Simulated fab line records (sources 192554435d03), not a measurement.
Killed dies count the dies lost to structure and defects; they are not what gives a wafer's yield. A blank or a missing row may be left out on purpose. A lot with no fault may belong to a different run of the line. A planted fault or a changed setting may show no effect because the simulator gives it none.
fab line records ; flow n5Finfet
record: lots: 7; wafers: 17; lastDay: 16
route steps=1938 shown BEOL_M15@1815
lots that met no fault: taken from a fault-free run of the same line
startH: the number of hours between the record's first day and the start of the first shown wafer of the lot ; waitH: hours elapsed since this lot's preceding step ; " unchanged from the row above ; L1.1+2: a row that stands for several wafers ; - no value present, or no start provided ; * or withheld: withheld ; < > ~ a bound
route shown NAME@n: a module of which the file shows steps, and the number in the route of the first ; usual: the fault-free wafers' mean and standard deviation ; same: alike in all rows ; chamber/n: place in a boat ; sites: each site's reading ; _std_site: the standard deviation of these ; _edge_site: mean of outer sites minus mean of inner sites ; radiusMm: for every site, how far away it sits from the centre of the wafer ; mask NAME#n: copy n ; behind: tool/chamber where the wafer was last shaped ; hold: why the lot was held/for how many hours/how that ended ; device: whichever transistor did not switch (one of n, p or np) ; end of line: the route-end tests of the same wafers ; a step given without rows: its recipe and nothing more ; killed: not the wafer's yield, but the dies lost to structure and defects at the first sort ; map: a wafer's dies, marking killed ones x, the rest . and places with no die _
set.NAME: the setting that was run; set.NAME@STEP: the one run at that earlier step ; model.NAME: the simulator's own value behind a step, which no gauge read
certain route steps with their lots: each step a table, each wafer a row
services: from which hour (startH, from the record's first day; less than 0 if before it) a tool's chamber was out of use, for how many hours, and why
== steps ==
step: N5_BEOL_M15_PRECLEAN_39
recipe: chemistry: residueRemover; timeS: 60; tempC: 40
step: N5_BEOL_M15_SRD_40
recipe: timeS: 30; tempC: 23; rinseLiquid: diw; dry: n2Spin; spinRpm: 1500; dryTimeS: 30
step: N5_BEOL_M15_DEGAS_41
recipe: ambient: vacuum; tempC: 300; timeS: 60
step: N5_BEOL_M15_PRE_CLEAN_42
recipe: gas: H2/He; timeS: 30; tempC: 300
usual: heaterPowerW: 464/50
lot.wafer;tool;chamber;startH;waitH;heaterPowerW
L846.2;pvdSputter-03;-;267.72;0.0;496
L846.5;pvdSputter-03;-;267.72;0.0;468
L848.3;pvdSputter-02;-;283.03;0.0;389
L848.4;pvdSputter-02;-;283.03;0.0;468
L848.6;pvdSputter-02;-;283.03;0.0;432
L854.1;pvdSputter-03;-;325.52;0.0;489
L854.6;pvdSputter-03;-;325.52;0.0;486
L853.1;pvdSputter-01;-;328.93;0.0;428
L853.2;pvdSputter-01;-;328.93;0.0;390
L861.3;pvdSputter-01;-;358.15;0.0;485
L861.5;pvdSputter-01;-;358.15;0.0;439
L861.6;pvdSputter-01;-;358.15;0.0;540
L859.1;pvdSputter-03;-;361.20;0.0;458
L859.2;pvdSputter-03;-;361.20;0.0;471
L859.6;pvdSputter-03;-;361.20;0.0;465
L862.2;pvdSputter-01;-;374.30;0.0;492
L862.6;pvdSputter-01;-;374.30;0.0;554
step: N5_BEOL_M15_SPUTTER_43
recipe: material: TaN; targetThkA: 150; tempC: 50; biasV: 168.6; powerW: 15000; chamberPressurePa: 0.12; timeS: 24.19
usual: throttleValvePct: 30.3/0.92
lot.wafer;tool;chamber;startH;waitH;throttleValvePct
L846.2;pvdSputter-03;-;267.76;0.0;29.5
L846.5;pvdSputter-03;-;267.76;0.0;30.1
L848.3;pvdSputter-02;-;283.07;0.0;29.8
L848.4;pvdSputter-02;-;283.07;0.0;29.1
L848.6;pvdSputter-02;-;283.07;0.0;30.3
L854.1;pvdSputter-03;-;325.56;0.0;30.2
L854.6;pvdSputter-03;-;325.56;0.0;29.3
L853.1;pvdSputter-01;-;328.97;0.0;30.5
L853.2;pvdSputter-01;-;328.97;0.0;31.2
L861.3;pvdSputter-01;-;358.19;0.0;31.8
L861.5;pvdSputter-01;-;358.19;0.0;30.7
L861.6;pvdSputter-01;-;358.19;0.0;29.1
L859.1;pvdSputter-03;-;361.24;0.0;30.1
L859.2;pvdSputter-03;-;361.24;0.0;30.1
L859.6;pvdSputter-03;-;361.24;0.0;30.5
L862.2;pvdSputter-01;-;374.34;0.0;31.5
L862.6;pvdSputter-01;-;374.34;0.0;29.6
step: N5_BEOL_M15_SPUTTER_44
recipe: material: Ta; targetThkA: 150; tempC: 50; biasV: 80; powerW: 15000; chamberPressurePa: 0.07; timeS: 24.19
usual: throttleValvePct: 30.3/0.91
lot.wafer;tool;chamber;startH;waitH;throttleValvePct
L846.2;pvdSputter-03;-;267.84;0.0;29.5
L846.5;pvdSputter-03;-;267.84;0.0;30.2
L848.3;pvdSputter-02;-;283.15;0.0;29.4
L848.4;pvdSputter-02;-;283.15;0.0;29.1
L848.6;pvdSputter-02;-;283.15;0.0;30.4
L854.1;pvdSputter-03;-;325.64;0.0;30.4
L854.6;pvdSputter-03;-;325.64;0.0;29.5
L853.1;pvdSputter-01;-;329.05;0.0;30.4
L853.2;pvdSputter-01;-;329.05;0.0;31.1
L861.3;pvdSputter-01;-;358.27;0.0;31.7
L861.5;pvdSputter-01;-;358.27;0.0;30.7
L861.6;pvdSputter-01;-;358.27;0.0;29.5
L859.1;pvdSputter-03;-;361.32;0.0;30.2
L859.2;pvdSputter-03;-;361.32;0.0;30.5
L859.6;pvdSputter-03;-;361.32;0.0;30.1
L862.2;pvdSputter-01;-;374.42;0.0;32.0
L862.6;pvdSputter-01;-;374.42;0.0;29.4
step: N5_BEOL_M15_SPUTTER_45
recipe: material: Cu; targetThkA: 1000; tempC: -20; biasV: 60; powerW: 26000; chamberPressurePa: 0.13; timeS: 16.67
usual: throttleValvePct: 30.3/0.92
lot.wafer;tool;chamber;startH;waitH;throttleValvePct
L846.2;pvdSputter-03;-;267.92;0.0;29.4
L846.5;pvdSputter-03;-;267.92;0.0;30.3
L848.3;pvdSputter-02;-;283.23;0.0;29.6
L848.4;pvdSputter-02;-;283.23;0.0;29.3
L848.6;pvdSputter-02;-;283.23;0.0;30.2
L854.1;pvdSputter-03;-;325.72;0.0;30.2
L854.6;pvdSputter-03;-;325.72;0.0;29.3
L853.1;pvdSputter-01;-;329.13;0.0;30.6
L853.2;pvdSputter-01;-;329.13;0.0;31.1
L861.3;pvdSputter-01;-;358.35;0.0;31.8
L861.5;pvdSputter-01;-;358.35;0.0;30.8
L861.6;pvdSputter-01;-;358.35;0.0;29.7
L859.1;pvdSputter-03;-;361.40;0.0;30.5
L859.2;pvdSputter-03;-;361.40;0.0;30.0
L859.6;pvdSputter-03;-;361.40;0.0;30.3
L862.2;pvdSputter-01;-;374.50;0.0;31.8
L862.6;pvdSputter-01;-;374.50;0.0;29.6
step: N5_BEOL_M15_ECD_47
recipe: material: Cu; targetThkA: 18600
step: N5_BEOL_M15_ANNEAL_48
recipe: tempC: 225; timeS: 90; ambient: N2
step: N5_BEOL_M15_CMP_49
recipe: stopOn: SiO2; tOverpolishS: 4.9; downForcePsi: 2; platenRpm: 80; clearingPlatenDownForcePsi: 2; clearingPlatenRpm: 80; postCmpClean: cuAlkaline; targetThkNm: 850; clearingPlatenPadVelocityMS: 1.5917; padVelocityMS: 1.5917
usual: barrierFieldEndpointS: 11.45/0.27; headPressurePsi: 2.001/0.0043; motorCurrentA: 8.9/1.1; overpolishRunS: 4.899/0.0094
lot.wafer;tool;chamber;startH;waitH;barrierFieldEndpointS;headPressurePsi;motorCurrentA;overpolishRunS
L846.2;cmp-01;0;268.73;0.3;11.75;2.004;9.8;4.887
L846.5;cmp-01;2;268.73;0.3;11.63;1.995;8.6;4.908
L848.3;cmp-03;3;283.90;0.2;11.78;2.000;7.6;4.905
L848.4;cmp-03;2;283.90;0.2;11.34;2.002;7.3;4.895
L848.6;cmp-03;3;283.90;0.2;11.65;2.001;7.5;4.897
L854.1;cmp-01;0;326.58;0.3;11.08;1.997;10.1;4.899
L854.6;cmp-01;0;326.58;0.3;11.12;2.002;10.1;4.912
L853.2;cmp-04;0;329.86;0.3;11.80;1.997;8.9;4.898
L853.1;cmp-04;1;329.86;0.3;11.43;1.995;8.4;4.899
L861.3;cmp-03;3;359.06;0.2;11.38;2.000;8.0;4.898
L861.5;cmp-03;2;359.06;0.2;11.43;1.990;7.0;4.876
L861.6;cmp-03;3;359.06;0.2;11.69;2.005;7.5;4.893
L859.1;cmp-01;1;362.12;0.3;11.32;1.999;9.2;4.913
L859.2;cmp-01;2;362.12;0.3;11.14;1.992;9.3;4.906
L859.6;cmp-01;1;362.12;0.3;11.56;2.002;9.4;4.900
L862.2;cmp-01;3;375.24;0.3;11.14;2.007;9.3;4.915
L862.6;cmp-01;2;375.24;0.3;11.24;2.004;8.7;4.893
step: N5_BEOL_M15_THK_MEAS_50
recipe: thkMeasGauge: xrf; reads: Cu_of_BEOL_M15_ECD_47
usual: M15_THK: 893/21
lot.wafer;tool;chamber;startH;waitH;M15_THK[nm]
L846.2;filmMetro-02;-;268.95;-;865
L846.5;filmMetro-02;-;268.95;-;867
L848.3;filmMetro-01;-;284.20;-;906
L848.4;filmMetro-01;-;284.20;-;901
L848.6;filmMetro-01;-;284.20;-;873
L854.1;filmMetro-02;-;326.84;-;886
L854.6;filmMetro-02;-;326.84;-;910
L853.1;filmMetro-02;-;330.08;-;885
L853.2;filmMetro-02;-;330.08;-;850
L861.3;filmMetro-02;-;359.32;-;881
L861.5;filmMetro-02;-;359.32;-;901
L861.6;filmMetro-02;-;359.32;-;865
L859.1;filmMetro-01;-;362.37;-;914
L859.2;filmMetro-01;-;362.37;-;909
L859.6;filmMetro-01;-;362.37;-;927
L862.2;filmMetro-02;-;375.45;-;896
L862.6;filmMetro-02;-;375.45;-;903
step: N5_BEOL_M15_PRE_CLEAN_52
recipe: gas: NH3; timeS: 15; tempC: withheld; rfPowerW: 300
step: N5_BEOL_M15_DEP_53
recipe: material: SiCN; targetThkA: 500; tempC: withheld; precursor: 3MS/NH3; pressureTorr: 3; rfW: 675; timeS: 17.8
usual: showerheadPlenumPTorr: 4.163/0.014; throttleValvePct: 17.8/0.9
lot.wafer;tool;chamber;startH;waitH;showerheadPlenumPTorr;throttleValvePct;model.SiCN_of_BEOL_M15_DEP_53.thkNm
L846.2;pecvd-01;1;269.01;0.0;4.158;18.8;50.2
L846.5;pecvd-01;1;269.01;0.0;4.161;18.7;50.6
L848.3;pecvd-04;0;284.26;0.0;4.132;18.0;50
L848.4;pecvd-04;0;284.26;0.0;4.139;18.2;50
L848.6;pecvd-04;2;284.26;0.0;4.170;16.7;49.8
L854.1;pecvd-01;2;326.90;0.0;4.169;16.9;49.4
L854.6;pecvd-01;1;326.90;0.0;4.165;19.1;21.8
L853.1;pecvd-01;1;330.15;0.0;4.163;18.9;49.4
L853.2;pecvd-01;0;330.15;0.0;4.150;16.7;21.2
L861.3;pecvd-03;1;359.38;0.0;4.168;18.7;49.8
L861.5;pecvd-03;1;359.38;0.0;4.161;18.2;50
L861.6;pecvd-03;2;359.38;0.0;4.201;17.0;50.6
L859.1;pecvd-01;2;362.44;0.0;4.169;17.0;49.2
L859.2;pecvd-01;0;362.44;0.0;4.165;16.8;21
L859.6;pecvd-01;1;362.44;0.0;4.163;18.8;21.6
L862.2;pecvd-04;1;375.52;0.0;4.143;18.3;48.6
L862.6;pecvd-04;0;375.52;0.0;4.146;17.9;50.6
step: N5_BEOL_M15_RS_MEAS_54
recipe: thkMeasGauge: four-point-probe; reads: Cu_of_BEOL_M15_ECD_47+Ta_of_BEOL_M15_SPUTTER_44+TaN_of_BEOL_M15_SPUTTER_43
usual: M15_RS: 0.0216/0.00047
lot.wafer;tool;chamber;startH;waitH;M15_RS[ohm/sq]
L846.2;filmMetro-01;-;269.08;0.1;0.0223
L846.5;filmMetro-01;-;269.08;0.1;0.0222
L848.3;filmMetro-02;-;284.33;0.1;0.0214
L848.4;filmMetro-02;-;284.33;0.1;0.0214
L848.6;filmMetro-02;-;284.33;0.1;0.0222
L854.1;filmMetro-02;-;326.97;0.0;0.0219
L854.6;filmMetro-02;-;326.97;0.0;0.0214
L853.1;filmMetro-02;-;330.21;0.0;0.0217
L853.2;filmMetro-02;-;330.21;0.0;0.0225
L861.3;filmMetro-01;-;359.45;0.1;0.0220
L861.5;filmMetro-01;-;359.45;0.1;0.0216
L861.6;filmMetro-01;-;359.45;0.1;0.0223
L859.1;filmMetro-02;-;362.50;0.0;0.0211
L859.2;filmMetro-02;-;362.50;0.0;0.0214
L859.6;filmMetro-02;-;362.50;0.0;0.0209
L862.2;filmMetro-02;-;375.58;0.1;0.0213
L862.6;filmMetro-02;-;375.58;0.1;0.0212
== services ==
tool;chamber;startH;hours;kind
cmp-03;-;243.89;5.3;pm
pecvd-04;2;246.07;5.5;scheduledDown
pecvd-04;2;251.58;-;clean
pecvd-04;2;251.58;-;consumableReplace:showerhead
pecvd-04;2;251.58;29.0;scheduledDown
pecvd-04;2;251.58;29.0;ventCycle
pecvd-03;-;257.52;0.3;repair
cmp-01;-;257.60;4.0;pm
cmp-01;-;261.60;-;consumableReplace:conditioner
cmp-01;-;261.60;-;consumableReplace:pad
pvdSputter-01;-;265.60;4.9;repair
cmp-01;-;294.79;0.3;repair
cmp-04;-;301.90;1.0;repair
pvdSputter-02;-;306.05;1.9;repair
cmp-04;-;309.92;4.0;pm
cmp-04;-;313.92;-;consumableReplace:conditioner
pecvd-01;-;318.31;6.0;pm
pecvd-03;0;330.27;10.9;repair
cmp-04;-;339.29;2.1;repair
cmp-04;-;345.60;0.3;repair
pvdSputter-03;-;352.94;1.0;repair
cmp-03;-;357.06;1.5;repair
cmp-04;-;368.89;0.9;repair
cmp-01;-;370.50;3.1;repair
== key ==
firstSign none at tools or gauges
modelEffect: step: N5_BEOL_M15_DEP_53; value: SiCN_of_BEOL_M15_DEP_53.thkNm; without: 49.85; struck: 21.4
metAt N5_BEOL_M15_DEP_53
struckWafers L853.2,L854.6,L859.2,L859.6
onsetBetween 269.01 326.90
fault: kind: processParameterDrift; tool: pecvd-01; chamber: -; onsetH: 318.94; steps: N5_BEOL_M15_DEP_53; channel: timeS; offset: *; shape: step; endH: 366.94; scope: struckWafersOnly; actsIn: *; stated: *
